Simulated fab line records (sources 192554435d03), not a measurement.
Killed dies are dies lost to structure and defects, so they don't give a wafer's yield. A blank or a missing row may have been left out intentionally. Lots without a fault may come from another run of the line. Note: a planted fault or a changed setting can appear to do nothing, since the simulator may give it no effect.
fab line records    flow n5-finfet
[record] lots = 24  wafers = 72  last-day = 19
route steps=1938 shown HKMG_FIN@455 GATE_CUT@513 MOL_CONTACT_COAG@528
lots untouched by any fault: they come from a run of this same line in which no faults occurred
start-h: hours from the record's first day to the start of the lot's first wafer shown    wait-h: hours from the lot's prior step to this one    " identical to the entry in the row above    L1.1+2: several wafers, shown together as one row    - no value, or no start was given    * or withheld: withheld    < > ~ a bound
route shown NAME@n: names a module that has steps shown in the file, with the first one's number in the route    usual: mean and standard deviation over wafers with no fault    same: alike in all rows    chamber/n: place in a boat    sites: each site's reading    _std_site: their standard deviation    _edge_site: outer sites' mean less inner sites'    radius-mm: how far each site lies from the wafer's centre    mask NAME#n: copy n    behind: tool/chamber where the wafer was last shaped    hold: why the lot was held/for how many hours/how that ended    device: transistor that didn't switch, given as n, p or np    end of line: the same wafers' tests at the end of the route    for a step that has no rows: nothing shown but its recipe    killed: at the first sort, the dies lost to defects and structure; wafer yield is something else    map: shows each die of a wafer: x if killed, . if not, _ if none is there
set.NAME: the setting as run; set.NAME@STEP: as run at that earlier step    model.NAME: the simulator's own value behind a step, which no gauge read
one table for each step of the route and one row for each wafer, over a sample of lots
services: a tool's chamber out of use, with start hour (start-h, from the record's first day; less than 0 if before it), hours out, and reason
[[steps]]
[step N5_HKMG_FIN_STRIP_69]
[recipe] chemistry = N2/H2  power-w = 2500  temp-c = 300  h2-frac = 0.65  time-s = 360  pressure-mtorr = withheld  n2-flow-sccm = 1750  h2-flow-sccm = 3250
[usual] drypump-motor-current-A = 6.21/0.23  heater-power-w = 492/49
lot.wafer  tool             chamber  start-h  wait-h  drypump-motor-current-A  heater-power-w  rf-hours-counter-h
L074.2     plasma-asher-02  0        77.41    0.1     5.97                     422             97
L074.3     "                1        "        "       6.54                     533             -
L074.6     "                0        "        "       5.96                     431             -
L075.1     plasma-asher-02  1        84.35    0.2     6.55                     544             98
L075.2     "                0        "        "       5.98                     436             98
L075.5     "                1        "        "       6.54                     539             -
L076.2     plasma-asher-02  0        90.63    0.1     5.97                     412             100
L076.5     "                1        "        "       6.53                     534             -
L076.6     "                0        "        "       5.98                     432             -
L077.1     plasma-asher-01  0        97.19    0.1     6.14                     508             38
L077.5     "                1        "        "       6.14                     491             -
L077.6     "                0        "        "       6.15                     502             -
L078.1     plasma-asher-01  1        100.57   0.1     6.13                     496             38
L078.3     "                1        "        "       6.12                     479             -
L078.6     "                0        "        "       6.13                     516             -
L079.3     plasma-asher-01  0        109.77   0.2     6.11                     498             -
L079.4     "                1        "        "       6.13                     502             -
L079.6     "                0        "        "       6.12                     516             -
L080.3     plasma-asher-02  0        113.77   0.2     5.98                     421             -
L080.4     "                1        "        "       6.54                     550             -
L080.5     "                0        "        "       5.98                     431             -
L081.2     plasma-asher-01  0        121.71   0.1     6.14                     506             43
L081.4     "                1        "        "       6.09                     494             -
L081.5     "                1        "        "       6.15                     499             -
L082.1     plasma-asher-02  1        128.47   0.1     6.56                     539             106
L082.2     "                0        "        "       5.98                     426             106
L082.5     "                0        "        "       5.97                     430             -
L083.3     plasma-asher-02  0        130.42   0.2     5.97                     416             -
L083.5     "                0        "        "       5.97                     425             -
L083.6     "                1        "        "       6.52                     549             -
L084.2     plasma-asher-02  0        141.65   0.1     5.96                     429             108
L084.4     "                0        "        "       6.01                     429             -
L084.6     "                0        "        "       5.98                     421             -
L085.3     plasma-asher-01  1        145.62   0.2     6.12                     492             -
L085.4     "                0        "        "       6.12                     524             -
L085.5     "                1        "        "       6.10                     497             -
L087.1     plasma-asher-02  1        178.55   0.1     6.54                     547             113
L087.2     "                0        "        "       5.97                     426             113
L087.3     "                0        "        "       5.98                     425             -
L086.3     plasma-asher-02  1        182.13   0.2     6.54                     539             -
L086.4     "                0        "        "       5.98                     426             -
L086.6     "                1        "        "       6.56                     526             -
L088.1     plasma-asher-02  1        182.43   0.1     6.55                     542             115
L088.4     "                1        "        "       6.54                     541             -
L088.6     "                1        "        "       6.54                     565             -
L089.1     plasma-asher-01  1        184.06   0.1     6.13                     492             54
L089.2     "                0        "        "       6.12                     518             54
L089.3     "                1        "        "       6.15                     494             -
L090.3     plasma-asher-02  1        184.44   0.2     6.54                     555             -
L090.4     "                0        "        "       5.97                     432             -
L090.6     "                1        "        "       6.53                     532             -
L093.1     plasma-asher-02  1        211.15   0.1     6.55                     538             119
L093.5     "                0        "        "       5.97                     422             -
L093.6     "                1        "        "       6.54                     546             -
L091.2     plasma-asher-02  1        215.72   0.1     6.53                     548             120
L091.4     "                0        "        "       5.98                     418             -
L091.6     "                1        "        "       6.55                     552             -
L094.2     plasma-asher-02  1        217.28   0.1     6.52                     530             121
L094.3     "                0        "        "       5.97                     418             -
L094.6     "                0        "        "       5.97                     424             -
L095.2     plasma-asher-02  0        219.86   0.1     5.96                     426             122
L095.3     "                1        "        "       6.56                     548             -
L095.4     "                0        "        "       5.99                     421             -
L092.4     plasma-asher-01  1        220.28   0.2     6.10                     515             -
L092.5     "                1        "        "       6.13                     493             -
L092.6     "                0        "        "       6.12                     514             -
L096.1     plasma-asher-01  1        222.37   0.1     6.13                     501             62
L096.3     "                0        "        "       6.11                     515             -
L096.5     "                0        "        "       6.11                     520             -
L097.1     plasma-asher-01  1        228.57   0.2     6.14                     493             63
L097.2     "                0        "        "       6.09                     513             63
L097.3     "                0        "        "       6.12                     524             -
[step N5_GATE_CUT_CMP_43]
[recipe] material = SiO2  post-cmp-clean = rinse-only
[usual] motor-current-A = 11.9/0.99
lot.wafer  tool    chamber  start-h  wait-h  motor-current-A
L074.3     cmp-03  3        85.69    0.1     11.6
L074.2     "       0        "        "       12.3
L074.6     "       3        "        "       10.9
L075.1     cmp-02  0        93.46    0.0     12.9
L075.2     "       2        "        "       11.9
L075.5     "       1        "        "       10.8
L076.2     cmp-01  0        99.07    0.2     9.7
L076.6     "       2        "        "       10.4
L076.5     "       3        "        "       12.5
L077.1     cmp-02  0        106.03   0.2     12.5
L077.5     "       2        "        "       12.7
L077.6     "       3        "        "       11.6
L078.1     cmp-01  3        109.02   0.1     12.3
L078.3     "       1        "        "       12.2
L078.6     "       3        "        "       12.1
L079.3     cmp-03  1        117.88   0.1     13.6
L079.4     "       2        "        "       11.5
L079.6     "       0        "        "       12.8
L080.3     cmp-03  1        121.96   0.1     13.5
L080.4     "       3        "        "       11.7
L080.5     "       0        "        "       12.7
L081.2     cmp-03  2        129.84   0.0     11.3
L081.4     "       0        "        "       12.8
L081.5     "       2        "        "       11.1
L082.1     cmp-02  3        136.86   0.1     11.4
L082.2     "       0        "        "       12.7
L082.5     "       2        "        "       13.0
L083.3     cmp-03  0        138.47   0.1     12.0
L083.6     "       3        "        "       11.9
L083.5     "       0        "        "       12.3
L084.2     cmp-02  0        149.93   0.0     13.0
L084.4     "       3        "        "       12.0
L084.6     "       0        "        "       12.5
L085.3     cmp-02  2        153.82   0.0     12.0
L085.4     "       0        "        "       13.9
L085.5     "       3        "        "       12.1
L087.2     cmp-03  0        186.61   0.0     12.4
L087.3     "       1        "        "       13.4
L087.1     "       2        "        "       12.1
L086.3     cmp-03  0        192.28   0.2     12.0
L086.4     "       1        "        "       12.9
L086.6     "       3        "        "       10.9
L088.1     cmp-02  2        192.64   0.1     12.7
L088.4     "       3        "        "       11.7
L088.6     "       2        "        "       12.5
L089.3     cmp-02  3        193.84   0.0     11.1
L089.2     "       0        "        "       13.3
L089.1     "       1        "        "       11.2
L090.3     cmp-01  2        194.36   0.2     10.6
L090.4     "       3        "        "       12.0
L090.6     "       3        "        "       11.7
L093.1     cmp-01  2        221.99   0.0     10.4
L093.5     "       2        "        "       10.8
L093.6     "       3        "        "       13.1
L091.4     cmp-01  2        223.94   0.1     10.7
L091.2     "       3        "        "       13.0
L091.6     "       2        "        "       10.7
L094.3     cmp-01  1        227.38   0.0     11.2
L094.2     "       2        "        "       10.3
L094.6     "       2        "        "       10.4
L095.2     cmp-02  1        229.50   0.1     11.1
L095.4     "       2        "        "       12.5
L095.3     "       3        "        "       11.6
L092.4     cmp-02  2        231.83   1.2     12.0
L092.5     "       0        "        "       13.3
L092.6     "       1        "        "       11.0
L096.1     cmp-03  2        232.51   0.0     11.1
L096.3     "       1        "        "       14.1
L096.5     "       3        "        "       11.5
L097.2     cmp-03  1        237.77   0.1     13.7
L097.1     "       2        "        "       11.0
L097.3     "       3        "        "       11.4
[step N5_MOL_CONTACT_COAG_INSPECT_10]
[recipe] mode = adi  inspect-instrument = brightfield
[usual] raw-defect-count = 80/33
lot.wafer  tool               chamber  start-h  wait-h  raw-defect-count
L074.2     defect-inspect-01  -        86.71    0.0     98
L074.3     "                  -        "        "       80
L074.6     "                  -        "        "       59
L075.1     defect-inspect-02  -        94.69    0.1     105
L075.2     "                  -        "        "       90
L075.5     "                  -        "        "       118
L076.2     defect-inspect-01  -        100.01   0.0     107
L076.5     "                  -        "        "       89
L076.6     "                  -        "        "       78
L077.1     defect-inspect-01  -        106.97   0.1     74
L077.5     "                  -        "        "       83
L077.6     "                  -        "        "       50
L078.1     defect-inspect-02  -        110.16   0.1     79
L078.3     "                  -        "        "       44
L078.6     "                  -        "        "       67
L079.3     defect-inspect-01  -        118.90   0.0     219
L079.4     "                  -        "        "       120
L079.6     "                  -        "        "       102
L080.3     defect-inspect-02  -        122.98   0.0     81
L080.4     "                  -        "        "       109
L080.5     "                  -        "        "       78
L081.2     defect-inspect-01  -        130.94   0.0     40
L081.4     "                  -        "        "       43
L081.5     "                  -        "        "       40
L082.1     defect-inspect-01  -        138.01   0.1     199
L082.2     "                  -        "        "       97
L082.5     "                  -        "        "       119
L083.3     defect-inspect-02  -        139.49   0.0     68
L083.5     "                  -        "        "       73
L083.6     "                  -        "        "       41
L084.2     defect-inspect-02  -        151.16   0.0     29
L084.4     "                  -        "        "       42
L084.6     "                  -        "        "       21
L085.3     defect-inspect-02  -        155.05   0.0     81
L085.4     "                  -        "        "       98
L085.5     "                  -        "        "       104
L087.1     defect-inspect-01  -        187.71   0.1     74
L087.2     "                  -        "        "       73
L087.3     "                  -        "        "       56
L086.3     defect-inspect-01  -        193.35   0.0     115
L086.4     "                  -        "        "       45
L086.6     "                  -        "        "       62
L088.1     defect-inspect-01  -        193.79   0.1     120
L088.4     "                  -        "        "       99
L088.6     "                  -        "        "       156
L089.1     defect-inspect-02  -        195.06   0.1     51
L089.2     "                  -        "        "       53
L089.3     "                  -        "        "       81
L090.3     defect-inspect-02  -        195.46   0.0     38
L090.4     "                  -        "        "       73
L090.6     "                  -        "        "       32
L093.1     defect-inspect-02  -        223.08   0.1     82
L093.5     "                  -        "        "       81
L093.6     "                  -        "        "       57
L091.2     defect-inspect-02  -        225.09   0.0     82
L091.4     "                  -        "        "       73
L091.6     "                  -        "        "       62
L094.2     defect-inspect-01  -        228.50   0.0     129
L094.3     "                  -        "        "       109
L094.6     "                  -        "        "       102
L095.2     defect-inspect-02  -        230.65   0.0     74
L095.3     "                  -        "        "       46
L095.4     "                  -        "        "       133
L092.4     defect-inspect-01  -        232.78   0.0     108
L092.5     "                  -        "        "       91
L092.6     "                  -        "        "       52
L096.1     defect-inspect-01  -        233.61   0.1     107
L096.3     "                  -        "        "       75
L096.5     "                  -        "        "       71
L097.1     defect-inspect-01  -        238.87   0.1     73
L097.2     "                  -        "        "       106
L097.3     "                  -        "        "       57
[step N5_MOL_CONTACT_COAG_ETCH_110]
[recipe] chemistry = CF4/O2  target = Si  target-depth-a = 25  time-s = 8  pressure-mtorr = 100  source-w = 200  bias-w = 12  ion-energy-ev = 60  Ar_flow_sccm = 100  cf4-flow-sccm = 100  O2_flow_sccm = 10
[usual] bias-w = 12.00/0.031  drypump-motor-current-A = 5.6/0.48  oes_ar_750_au = 0.78/0.078  oes-product-au = 0.79/0.083  rf-vpp-V = 129/3.5  showerhead-plenum-p-Torr = 2.25/0.077  throttle-valve-pct = 10.78/0.26
lot.wafer  tool         chamber  start-h  wait-h  bias-w  drypump-motor-current-A  oes_ar_750_au  oes-product-au  rf-hours-counter-h  rf-vpp-V  showerhead-plenum-p-Torr  throttle-valve-pct
L074.2     rie-diel-05  3        87.02    0.0     12.04   5.6                      0.72           0.72            186                 129       2.29                      11.08
L074.3     "            2        "        "       12.01   5.2                      0.68           0.68            255                 123       2.10                      10.97
L074.6     "            1        "        "       12.05   5.1                      0.72           0.72            -                   133       2.29                      11.13
L075.1     rie-diel-06  3        95.20    0.0     11.97   6.0                      0.81           0.82            92                  126       2.33                      10.72
L075.2     "            2        "        "       12.00   4.9                      0.70           0.70            210                 130       2.21                      10.65
L075.5     "            2        "        "       12.06   4.9                      0.70           0.70            -                   130       2.20                      10.64
L076.2     rie-diel-05  3        100.32   0.0     12.00   5.6                      0.71           0.71            193                 128       2.29                      11.09
L076.5     "            0        "        "       11.99   6.4                      0.77           0.75            -                   126       2.14                      10.72
L076.6     "            1        "        "       11.99   5.2                      0.72           0.71            -                   134       2.29                      11.14
L077.1     rie-diel-05  0        107.28   0.0     11.98   6.4                      0.78           0.75            139                 125       2.14                      10.72
L077.5     "            3        "        "       11.95   5.5                      0.71           0.72            -                   129       2.29                      11.09
L077.6     "            1        "        "       11.97   5.1                      0.72           0.72            -                   132       2.29                      11.17
L078.1     rie-diel-04  2        110.51   0.0     11.93   5.8                      0.84           0.84            67                  131       2.25                      10.66
L078.3     "            3        "        "       11.98   5.8                      0.80           0.82            130                 126       2.15                      10.89
L078.6     "            0        "        "       11.96   4.8                      0.84           0.86            -                   134       2.26                      10.39
L079.3     rie-diel-04  3        119.23   0.0     11.93   5.8                      0.81           0.81            134                 127       2.15                      10.91
L079.4     "            1        "        "       11.98   5.9                      0.75           0.76            154                 134       2.30                      10.57
L079.6     "            3        "        "       12.02   5.7                      0.80           0.81            -                   128       2.15                      10.88
L080.3     rie-diel-04  2        123.37   0.0     12.01   5.8                      0.83           0.84            72                  130       2.25                      10.66
L080.4     "            1        "        "       12.01   5.9                      0.75           0.76            156                 132       2.30                      10.57
L080.5     "            1        "        "       12.01   5.9                      0.75           0.76            -                   133       2.30                      10.58
L081.2     rie-diel-05  1        131.25   0.0     12.03   5.2                      0.71           0.70            234                 134       2.28                      11.18
L081.4     "            0        "        "       12.02   6.4                      0.76           0.74            152                 125       2.13                      10.76
L081.5     "            1        "        "       11.96   5.2                      0.71           0.70            -                   133       2.28                      11.20
L082.1     rie-diel-04  1        138.71   0.0     12.04   5.9                      0.74           0.76            160                 134       2.30                      10.59
L082.2     "            0        "        "       12.00   4.7                      0.82           0.84            62                  134       2.25                      10.43
L082.5     "            2        "        "       12.03   5.8                      0.84           0.83            -                   129       2.25                      10.70
L083.3     rie-diel-05  2        139.80   0.0     12.02   5.2                      0.98           0.98            5                   126       2.36                      10.24
L083.5     "            0        "        "       12.00   6.4                      0.76           0.74            -                   125       2.13                      10.74
L083.6     "            1        "        "       12.04   5.2                      0.71           0.70            -                   133       2.28                      11.21
L084.2     rie-diel-05  2        151.96   0.0     12.02   5.2                      0.96           0.96            9                   127       2.36                      10.29
L084.4     "            1        "        "       11.99   5.2                      0.71           0.70            -                   132       2.28                      11.21
L084.6     "            2        "        "       11.99   5.2                      0.96           0.97            -                   126       2.36                      10.25
L085.3     rie-diel-06  3        155.36   0.0     12.04   6.0                      0.80           0.81            113                 126       2.32                      10.78
L085.4     "            1        "        "       12.00   5.8                      0.76           0.77            135                 133       2.15                      10.80
L085.5     "            0        "        "       11.96   5.8                      0.93           0.94            -                   122       2.37                      10.63
L087.1     rie-diel-06  0        188.06   0.0     12.04   5.8                      0.91           0.92            29                  123       2.37                      10.66
L087.2     "            2        "        "       12.01   4.9                      0.68           0.68            242                 130       2.19                      10.72
L087.3     "            3        "        "       11.94   6.0                      0.79           0.79            124                 127       2.32                      10.81
L086.3     rie-diel-05  0        193.82   0.1     12.00   6.5                      0.75           0.74            -                   127       2.13                      10.80
L086.4     "            3        "        "       12.03   5.6                      0.69           0.69            -                   127       2.28                      11.19
L086.6     "            0        "        "       12.01   6.4                      0.75           0.72            -                   126       2.13                      10.80
L088.1     rie-diel-06  1        194.10   0.0     12.03   5.8                      0.76           0.76            146                 131       2.15                      10.84
L088.4     "            3        "        "       12.00   6.0                      0.79           0.79            125                 127       2.32                      10.80
L088.6     "            3        "        "       12.00   5.9                      0.79           0.79            -                   126       2.32                      10.81
L089.1     rie-diel-04  0        195.38   0.0     12.05   4.8                      0.81           0.81            82                  133       2.25                      10.49
L089.2     "            3        "        "       11.99   5.8                      0.78           0.78            160                 127       2.14                      10.98
L089.3     "            1        "        "       11.99   6.0                      0.73           0.74            180                 132       2.29                      10.63
L090.3     rie-diel-04  0        195.78   0.0     12.03   4.8                      0.80           0.81            82                  134       2.25                      10.49
L090.4     "            3        "        "       12.04   5.8                      0.78           0.78            160                 127       2.14                      10.98
L090.6     "            0        "        "       12.00   4.7                      0.81           0.82            -                   133       2.25                      10.50
L093.1     rie-diel-05  3        223.46   0.0     11.99   5.6                      0.68           0.68            242                 128       2.27                      11.23
L093.5     "            0        "        "       12.03   6.4                      0.74           0.72            -                   128       2.12                      10.84
L093.6     "            1        "        "       12.01   5.2                      0.94           0.96            -                   132       2.28                      10.54
L091.2     rie-diel-04  3        225.40   0.0     12.00   5.8                      0.77           0.77            171                 127       2.14                      11.01
L091.4     "            0        "        "       12.02   4.8                      0.80           0.81            -                   134       2.24                      10.52
L091.6     "            3        "        "       11.96   5.8                      0.77           0.78            -                   127       2.14                      11.01
L094.2     rie-diel-06  3        229.13   0.0     12.04   6.0                      0.78           0.78            141                 126       2.31                      10.86
L094.3     "            0        "        "       11.96   5.8                      0.87           0.89            47                  124       2.36                      10.71
L094.6     "            1        "        "       12.01   5.8                      0.75           0.75            -                   132       2.14                      10.87
L095.2     rie-diel-06  2        230.96   0.0     11.97   4.9                      1.01           1.05            0                   130       2.19                      10.05
L095.3     "            1        "        "       11.96   5.8                      0.75           0.75            157                 132       2.14                      10.88
L095.4     "            0        "        "       11.97   5.8                      0.87           0.89            48                  124       2.36                      10.72
L092.4     rie-diel-04  0        233.11   0.0     12.02   4.7                      0.78           0.80            -                   134       2.24                      10.55
L092.5     "            3        "        "       12.04   5.8                      0.77           0.77            -                   127       2.14                      11.03
L092.6     "            1        "        "       12.03   5.9                      0.72           0.72            -                   133       2.29                      10.69
L096.1     rie-diel-05  0        233.92   0.0     12.04   6.4                      0.73           0.72            186                 125       2.12                      10.85
L096.3     "            3        "        "       11.97   5.5                      0.67           0.68            247                 127       2.27                      11.25
L096.5     "            3        "        "       11.98   5.5                      0.68           0.68            -                   127       2.27                      11.26
L097.1     rie-diel-06  0        239.19   0.0     12.01   5.8                      0.87           0.87            52                  123       2.36                      10.72
L097.2     "            1        "        "       12.01   5.8                      0.74           0.74            160                 133       2.14                      10.88
L097.3     "            2        "        "       11.98   5.0                      0.98           1.02            3                   130       2.19                      10.05
[step N5_MOL_CONTACT_COAG_CD_MEAS_99]
[recipe] target-cd-nm = 17.2  polarity = opening
[usual] cd-nm = 17.2/0.37
lot.wafer  tool       chamber  start-h  wait-h  cd-nm
L074.2     cd-sem-02  -        87.14    -       17.3
L074.3     "          -        "        "       17.2
L074.6     "          -        "        "       17.3
L075.1     cd-sem-02  -        95.32    -       17.7
L075.2     "          -        "        "       17.2
L075.5     "          -        "        "       17.3
L076.2     cd-sem-02  -        100.44   -       17.7
L076.5     "          -        "        "       16.4
L076.6     "          -        "        "       17.5
L077.1     cd-sem-02  -        107.40   -       16.6
L077.5     "          -        "        "       17.9
L077.6     "          -        "        "       17.9
L078.1     cd-sem-02  -        110.63   -       17.5
L078.3     "          -        "        "       17.2
L078.6     "          -        "        "       16.5
L079.3     cd-sem-02  -        119.36   -       16.9
L079.4     "          -        "        "       16.8
L079.6     "          -        "        "       17.5
L080.3     cd-sem-03  -        123.49   -       17.5
L080.4     "          -        "        "       17.6
L080.5     "          -        "        "       16.6
L081.2     cd-sem-01  -        131.38   -       17.9
L081.4     "          -        "        "       16.5
L081.5     "          -        "        "       17.1
L082.1     cd-sem-02  -        138.83   -       17.6
L082.2     "          -        "        "       17.5
L082.5     "          -        "        "       17.3
L083.3     cd-sem-03  -        139.92   -       17.3
L083.5     "          -        "        "       16.6
L083.6     "          -        "        "       17.1
L084.2     cd-sem-02  -        152.08   -       17.2
L084.4     "          -        "        "       17.0
L084.6     "          -        "        "       17.1
L085.3     cd-sem-03  -        155.48   -       18.0
L085.4     "          -        "        "       17.2
L085.5     "          -        "        "       18.0
L087.1     cd-sem-03  -        188.17   -       17.9
L087.2     "          -        "        "       17.2
L087.3     "          -        "        "       17.3
L086.3     cd-sem-03  -        193.96   -       17.7
L086.4     "          -        "        "       17.3
L086.6     "          -        "        "       16.6
L088.1     cd-sem-03  -        194.23   -       16.7
L088.4     "          -        "        "       16.9
L088.6     "          -        "        "       16.9
L089.1     cd-sem-03  -        195.50   -       17.3
L089.2     "          -        "        "       17.3
L089.3     "          -        "        "       16.9
L090.3     cd-sem-03  -        195.90   -       17.0
L090.4     "          -        "        "       17.1
L090.6     "          -        "        "       17.4
L093.1     cd-sem-01  -        223.58   -       17.0
L093.5     "          -        "        "       17.2
L093.6     "          -        "        "       16.8
L091.2     cd-sem-01  -        225.52   -       16.9
L091.4     "          -        "        "       16.8
L091.6     "          -        "        "       16.6
L094.2     cd-sem-02  -        229.25   -       17.3
L094.3     "          -        "        "       17.6
L094.6     "          -        "        "       16.8
L095.2     cd-sem-01  -        231.08   -       18.1
L095.3     "          -        "        "       16.7
L095.4     "          -        "        "       17.7
L092.4     cd-sem-01  -        233.21   -       17.5
L092.5     "          -        "        "       17.3
L092.6     "          -        "        "       17.2
L096.1     cd-sem-01  -        234.04   -       16.8
L096.3     "          -        "        "       17.3
L096.5     "          -        "        "       17.2
L097.1     cd-sem-01  -        239.31   -       17.6
L097.2     "          -        "        "       17.1
L097.3     "          -        "        "       17.2
[step N5_MOL_CONTACT_COAG_SIL_ANNEAL_21]
[recipe] temp-c = 550  time-s = 60  ambient = N2
[usual] lamp-power-pct = 6.3/0.48  lamp_zone_7_pct = 6.6/0.51  wafer_temp_C_max = 554.1/1
lot.wafer  tool           chamber  start-h  wait-h  lamp-power-pct  lamp_zone_7_pct  wafer_temp_C_max
L074.2     rtp-anneal-02  0        89.22    0.2     6.9             7.2              553.2
L074.3     "              0        "        "       6.9             7.2              553.7
L074.6     "              0        "        "       6.9             7.2              553.4
L075.1     rtp-anneal-01  0        96.77    0.2     5.9             6.2              554.0
L075.2     "              0        "        "       5.9             6.2              555.1
L075.5     "              0        "        "       5.9             6.2              554.0
L076.2     rtp-anneal-01  0        101.77   0.2     5.9             6.2              554.2
L076.5     "              0        "        "       5.9             6.2              554.2
L076.6     "              0        "        "       5.9             6.2              554.1
L077.1     rtp-anneal-02  0        109.00   0.2     6.9             7.2              553.9
L077.5     "              0        "        "       6.9             7.2              552.9
L077.6     "              0        "        "       6.9             7.2              552.2
L078.1     rtp-anneal-02  0        111.75   0.3     6.9             7.2              553.6
L078.3     "              0        "        "       6.9             7.2              555.4
L078.6     "              0        "        "       6.9             7.2              552.7
L079.3     rtp-anneal-01  0        120.59   0.3     5.9             6.2              554.3
L079.4     "              0        "        "       5.9             6.2              554.3
L079.6     "              0        "        "       5.9             6.2              554.9
L080.3     rtp-anneal-02  0        126.18   0.3     6.9             7.2              553.2
L080.4     "              0        "        "       6.9             7.2              553.7
L080.5     "              0        "        "       6.9             7.2              552.7
L081.2     rtp-anneal-01  0        132.91   0.3     5.9             6.2              555.7
L081.4     "              0        "        "       5.9             6.2              554.9
L081.5     "              0        "        "       5.9             6.2              555.3
L082.1     rtp-anneal-01  0        139.88   0.2     5.9             6.2              554.3
L082.2     "              0        "        "       5.9             6.2              555.0
L082.5     "              0        "        "       5.9             6.2              553.7
L083.3     rtp-anneal-01  0        141.32   0.3     5.9             6.2              553.6
L083.5     "              0        "        "       5.9             6.2              554.4
L083.6     "              0        "        "       5.9             6.2              554.0
L084.2     rtp-anneal-01  0        153.43   0.5     5.9             6.2              554.3
L084.4     "              0        "        "       5.9             6.2              554.7
L084.6     "              0        "        "       5.9             6.2              554.9
L085.3     rtp-anneal-02  0        156.54   0.3     6.9             7.2              554.9
L085.4     "              0        "        "       6.9             7.2              553.6
L085.5     "              0        "        "       6.9             7.2              553.3
L087.1     rtp-anneal-02  0        189.84   0.4     6.9             7.2              553.4
L087.2     "              0        "        "       6.9             7.2              552.8
L087.3     "              0        "        "       6.9             7.2              553.5
L086.3     rtp-anneal-02  0        196.96   0.4     6.9             7.2              552.8
L086.4     "              0        "        "       6.9             7.2              553.5
L086.6     "              0        "        "       6.9             7.2              552.6
L088.1     rtp-anneal-02  0        197.08   0.2     6.9             7.2              553.7
L088.4     "              0        "        "       6.9             7.2              553.3
L088.6     "              0        "        "       6.9             7.2              553.0
L089.1     rtp-anneal-01  0        197.23   0.3     5.9             6.2              555.0
L089.2     "              0        "        "       5.9             6.2              552.9
L089.3     "              0        "        "       5.9             6.2              556.3
L090.3     rtp-anneal-02  0        197.32   0.3     6.9             7.2              552.8
L090.4     "              0        "        "       6.9             7.2              552.2
L090.6     "              0        "        "       6.9             7.2              553.8
L093.1     rtp-anneal-01  0        224.58   0.2     5.9             6.2              553.4
L093.5     "              0        "        "       5.9             6.2              555.0
L093.6     "              0        "        "       5.9             6.2              554.2
L091.2     rtp-anneal-02  0        226.72   0.4     6.9             7.2              553.6
L091.4     "              0        "        "       6.9             7.2              553.1
L091.6     "              0        "        "       6.9             7.2              553.5
L094.2     rtp-anneal-01  0        230.50   0.3     5.9             6.2              553.9
L094.3     "              0        "        "       5.9             6.2              554.7
L094.6     "              0        "        "       5.9             6.2              554.5
L095.2     rtp-anneal-01  0        232.13   0.3     5.9             6.2              555.2
L095.3     "              0        "        "       5.9             6.2              555.9
L095.4     "              0        "        "       5.9             6.2              554.0
L092.4     rtp-anneal-01  0        234.28   0.3     5.9             6.2              554.0
L092.5     "              0        "        "       5.9             6.2              554.4
L092.6     "              0        "        "       5.9             6.2              555.6
L096.1     rtp-anneal-01  0        235.06   0.2     5.9             6.2              555.9
L096.3     "              0        "        "       5.9             6.2              553.4
L096.5     "              0        "        "       5.9             6.2              554.8
L097.1     rtp-anneal-01  0        240.32   0.2     5.9             6.2              555.5
L097.2     "              0        "        "       5.9             6.2              555.8
L097.3     "              0        "        "       5.9             6.2              557.4
[[services]]
tool             chamber  start-h  hours  kind
cmp-03           -        70.74    0.8    repair
rie-diel-04      1        72.66    7.5    repair
cmp-03           -        76.17    0.2    repair
cmp-01           -        80.08    0.5    repair
plasma-asher-02  -        81.42    2.8    pm
rie-diel-05      2        89.97    4.8    repair
rie-diel-04      1        106.99   5.1    repair
cmp-01           -        117.11   0.3    repair
cmp-01           -        133.97   1.9    repair
cmp-03           -        143.80   6.4    pm
rie-diel-05      0        147.50   7.9    repair
cmp-03           -        153.79   1.2    repair
rie-diel-04      2        158.73   9.8    repair
plasma-asher-01  -        163.39   2.4    repair
cmp-01           -        170.58   1.5    repair
cmp-02           -        185.74   1.9    repair
rie-diel-05      2        186.93   18.4   repair
rie-diel-06      1        194.90   14.0   repair
cmp-03           -        201.22   11.4   pm
rie-diel-04      2        221.50   5.6    repair
cmp-03           -        224.16   0.9    repair
rie-diel-04      2        227.60   7.5    repair
cmp-01           -        229.23   4.0    pm
cmp-01           -        235.47   5.8    pm
[[key]]
fault none
